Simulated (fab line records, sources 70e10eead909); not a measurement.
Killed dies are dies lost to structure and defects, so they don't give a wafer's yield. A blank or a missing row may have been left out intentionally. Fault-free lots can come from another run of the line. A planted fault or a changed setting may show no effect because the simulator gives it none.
A single fault, viewed from 2 desks    flow nandHarc    only its own numbers are on each desk; what lay behind them is given at the end

== DESK OF THE TOOL OWNER: ecdCu-01 ==
The tool's own readings at NHARC_A_M1_ECD_22 (material Cu, target thk 400 nm): means of the sampled wafers that have a number, for each lot that ran on this tool. A lot is out of limits, marked OUT, if its mean lies more than 4 standard deviations from the usual mean; the brackets give that distance.
Columns: A = bathHeatDutyPct at NHARC_A_M1_ECD_22, usual 6.1 %
lot   first seen here  A
L953  day 17 22:11     6.4
L954  day 18 03:03     6.0
L956  day 18 03:21     5.0
L960  day 19 06:35     6.1
L962  day 20 01:50     5.9
L963  day 20 05:12     6.5
L974  day 22 19:52     6.1
L976  day 23 11:01     6.1
Finding of this desk: none of the 8 lots has anything out of limits.

== THE METROLOGY DESK ==
Means of the sampled wafers that have a number, per lot and without regard to the tool the lot ran on: this is what the gauges read. A lot is out of limits, marked OUT, if its mean lies more than 4 standard deviations from the usual mean; the brackets give that distance.
Columns: A = thkNm at NHARC_A_M1_THK_MEAS_24, usual 154.9 nm
lot   first seen here  A
L953  day 17 23:13     154.6
L954  day 18 04:03     154.6
L956  day 18 04:22     155.3
L960  day 19 07:34     154.4
L962  day 20 02:49     154.4
L963  day 20 06:05     154.5
L968  day 21 18:02     155.9
L970  day 22 00:22     156.9
L973  day 22 16:15     153.6
L974  day 22 20:55     155.4
L976  day 23 11:56     155.3
L975  day 23 23:30     155.9
Finding of this desk: none of the 12 lots has anything out of limits.

== BROUGHT TOGETHER ==
The desk of the tool owner found nothing out of limits.
From the metrology desk's view, nothing was out of limits.

== WHAT THE SIMULATOR PUT IN ==
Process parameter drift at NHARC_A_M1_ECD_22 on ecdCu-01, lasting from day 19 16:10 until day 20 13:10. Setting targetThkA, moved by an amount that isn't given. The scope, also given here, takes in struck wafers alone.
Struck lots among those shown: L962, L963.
